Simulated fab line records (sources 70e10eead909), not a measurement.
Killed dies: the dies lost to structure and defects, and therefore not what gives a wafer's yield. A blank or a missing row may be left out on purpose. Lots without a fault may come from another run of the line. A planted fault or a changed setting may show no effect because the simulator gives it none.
Which tool did it? + flow nand_harc + 14 lots with 41 wafers sampled at 5 steps, on a route of 1302 steps

## WHAT EACH GAUGE READ, for each wafer
NHARC_A_CHANNEL_FILL_D1_INSPECT_13. Usual: raw_defect_count 371, standard deviation 140.
| lot  | measured     | on                | raw_defect_count | flag |
|------|--------------|-------------------|------------------|------|
| L613 | day 11 01:04 | defect_inspect-02 | 399 267 210      |      |
| L614 | day 11 09:18 | defect_inspect-02 | 188 277 144      |      |
| L616 | day 11 17:54 | defect_inspect-02 | 433 420 281      |      |
| L623 | day 14 21:08 | defect_inspect-02 | 367 885          |      |
| L625 | day 15 10:46 | defect_inspect-01 | 311 433 215      |      |
| L626 | day 16 14:07 | defect_inspect-02 | 663 508 278      |      |
| L627 | day 16 18:29 | defect_inspect-02 | 335 565 333      |      |
| L628 | day 16 18:29 | defect_inspect-02 | 375 252 308      |      |
| L630 | day 18 01:17 | defect_inspect-01 | 219 148 258      |      |
| L632 | day 18 14:47 | defect_inspect-01 | 398 287 298      |      |
| L633 | day 19 18:35 | defect_inspect-01 | 333 226 292      |      |
| L634 | day 19 21:29 | defect_inspect-01 | 445 255 353      |      |
| L635 | day 20 08:11 | defect_inspect-01 | 751 365 240      |      |
| L636 | day 20 16:02 | defect_inspect-02 | 607 517 458      |      |

NHARC_A_ONON_D2_THK_MEAS_11: measures by ellipsometry. Usual: thk_nm 1002 nm, standard deviation 8.8.
| lot  | measured     | on            | thk_nm (nm)    | flag |
|------|--------------|---------------|----------------|------|
| L613 | day 12 15:35 | film_metro-02 | 1012 1014 1013 |      |
| L614 | day 12 21:47 | film_metro-02 | 1008 1008 1008 |      |
| L616 | day 13 07:55 | film_metro-02 | 1007 1008 1009 |      |
| L623 | day 16 06:41 | film_metro-01 | 1001 602       | OFF  |
| L625 | day 16 23:05 | film_metro-01 | 998 598 997    | OFF  |
| L626 | day 18 09:48 | film_metro-01 | 1000 1001 1002 |      |
| L627 | day 18 09:35 | film_metro-02 | 994 991 994    |      |
| L628 | day 18 09:26 | film_metro-01 | 998 1001 999   |      |
| L630 | day 19 13:35 | film_metro-02 | 1006 1006 1006 |      |
| L632 | day 20 00:35 | film_metro-01 | 1010 1010 1011 |      |
| L633 | day 21 10:20 | film_metro-01 | 1001 1000 1000 |      |
| L634 | day 21 10:22 | film_metro-01 | 1015 1017 1016 |      |
| L635 | day 22 09:38 | film_metro-01 | 1004 1005 1003 |      |
| L636 | day 22 07:59 | film_metro-01 | 1007 1008 1006 |      |

NHARC_END_SORT_01. Usual: killed_at_array 53, standard deviation 18; killed_at_other 0.8, standard deviation 1.1; killed_at_periphery 4.1, standard deviation 2.7; killed_dies 58, standard deviation 18; killed_open 3.1, standard deviation 1.7; killed_short 2.7, standard deviation 1.7.
| lot  | measured     | on        | killed_at_array | killed_at_other | killed_at_periphery | killed_dies | killed_open | killed_short | flag |
|------|--------------|-----------|-----------------|-----------------|---------------------|-------------|-------------|--------------|------|
| L623 | day 28 19:38 | prober-02 | 60 675          | 1 1             | 5 1                 | 66 677      | 5 1         | 5 2          | OFF  |
| L625 | day 28 22:02 | prober-01 | 62 673 59       | 0 0 0           | 4 4 3               | 66 677 62   | 3 5 4       | 1 2 2        | OFF  |

## WHICH TOOL RAN EACH LOT (tool, then ch and the chambers of the sampled wafers, then the start)
| lot  | NHARC_A_ONON_D2_DEP_09           | NHARC_A_ONON_D2_DEP_33          |
|------|----------------------------------|---------------------------------|
| L613 | pecvd_onon-03 ch 0, day 12 15:08 | pecvd-02 ch 0,1, day 13 03:03   |
| L614 | pecvd_onon-03 ch 0, day 12 21:17 | pecvd-03 ch 0,2, day 13 08:05   |
| L616 | pecvd_onon-02 ch 0, day 13 07:25 | pecvd-03 ch 0,1, day 13 18:12   |
| L623 | pecvd_onon-03 ch 0, day 16 06:10 | pecvd-02 ch 0,2, day 16 18:10   |
| L625 | pecvd_onon-03 ch 0, day 16 22:44 | pecvd-04 ch 0,1,2, day 17 09:50 |
| L626 | pecvd_onon-02 ch 0, day 18 09:17 | pecvd-04 ch 0,1,2, day 18 20:38 |
| L627 | pecvd_onon-01 ch 0, day 18 09:04 | pecvd-02 ch 0,2, day 18 20:22   |
| L628 | pecvd_onon-02 ch 0, day 18 09:02 | pecvd-04 ch 0,2, day 18 20:27   |
| L630 | pecvd_onon-01 ch 0, day 19 13:04 | pecvd-02 ch 0,2, day 20 00:21   |
| L632 | pecvd_onon-03 ch 0, day 20 00:04 | pecvd-04 ch 0,1,2, day 20 10:55 |
| L633 | pecvd_onon-03 ch 0, day 21 09:49 | pecvd-04 ch 0,1, day 21 20:40   |
| L634 | pecvd_onon-01 ch 0, day 21 09:52 | pecvd-02 ch 0,2, day 21 20:46   |
| L635 | pecvd_onon-03 ch 0, day 22 09:11 | pecvd-02 ch 0,2, day 22 18:13   |
| L636 | pecvd_onon-01 ch 0, day 22 07:32 | pecvd-03 ch 0,1, day 22 18:18   |
- NHARC_A_ONON_D2_DEP_09: target thk 1000 nm.
- NHARC_A_ONON_D2_DEP_33: deposits SiO2, target thk 200 nm.

## AS READ BY THE TOOLS THEMSELVES (means over the sampled wafers that have a number; for cases with no such wafer, the mark the record gives instead)
NHARC_A_ONON_D2_DEP_33. Usual: chamber_pressure_Torr 6.500 Torr, standard deviation 0.014; heater_power_w 521 W, standard deviation 98; throttle_valve_pct 15.8 %, standard deviation 0.56.
| lot  | tool     | chamber_pressure_Torr (Torr) | heater_power_w (W) | throttle_valve_pct (%) | flag |
|------|----------|------------------------------|--------------------|------------------------|------|
| L613 | pecvd-02 | 6.506                        | 574                | 16.4                   |      |
| L614 | pecvd-03 | 6.502                        | 565                | 15.1                   |      |
| L616 | pecvd-03 | 6.514                        | 412                | 15.9                   |      |
| L623 | pecvd-02 | 6.486                        | 605                | 15.4                   |      |
| L625 | pecvd-04 | 6.501                        | 482                | 15.7                   |      |
| L626 | pecvd-04 | 6.505                        | 483                | 15.9                   |      |
| L627 | pecvd-02 | 6.492                        | 567                | 15.4                   |      |
| L628 | pecvd-04 | 6.497                        | 537                | 16.1                   |      |
| L630 | pecvd-02 | 6.501                        | 499                | 15.6                   |      |
| L632 | pecvd-04 | 6.499                        | 470                | 15.7                   |      |
| L633 | pecvd-04 | 6.499                        | 457                | 15.8                   |      |
| L634 | pecvd-02 | 6.485                        | 543                | 15.6                   |      |
| L635 | pecvd-02 | 6.513                        | 538                | 15.6                   |      |
| L636 | pecvd-03 | 6.510                        | 515                | 15.7                   |      |

## THE ANSWER, worked out from the rows above alone
Rule: a lot counts as off when the mean over its wafers that have a number is more than 3 standard deviations away from the usual mean. A lot without any number at a reading at which 4 lots or more have one is off too. Any other lot the step has rows for is counted as sound. First the gauges in route order, then the tools' own readings, where a lot's mean is used as printed above. At the first step where some lot is off, the reading lying furthest off is the one used; lots without a number count as furthest.
Off: L623, L625 (NHARC_A_ONON_D2_THK_MEAS_11, thk_nm).
If a tool, at a process step before that reading, ran all the lots that are off and no sound lot after the first of them, it fits. Not tried: the gauges at NHARC_A_ONON_D2_THK_MEAS_11; whatever is off there is also off at NHARC_END_SORT_01, on other tools, and gauge error can't account for it. None of those tried fits.

## WHAT THE SIMULATOR HAD PUT IN
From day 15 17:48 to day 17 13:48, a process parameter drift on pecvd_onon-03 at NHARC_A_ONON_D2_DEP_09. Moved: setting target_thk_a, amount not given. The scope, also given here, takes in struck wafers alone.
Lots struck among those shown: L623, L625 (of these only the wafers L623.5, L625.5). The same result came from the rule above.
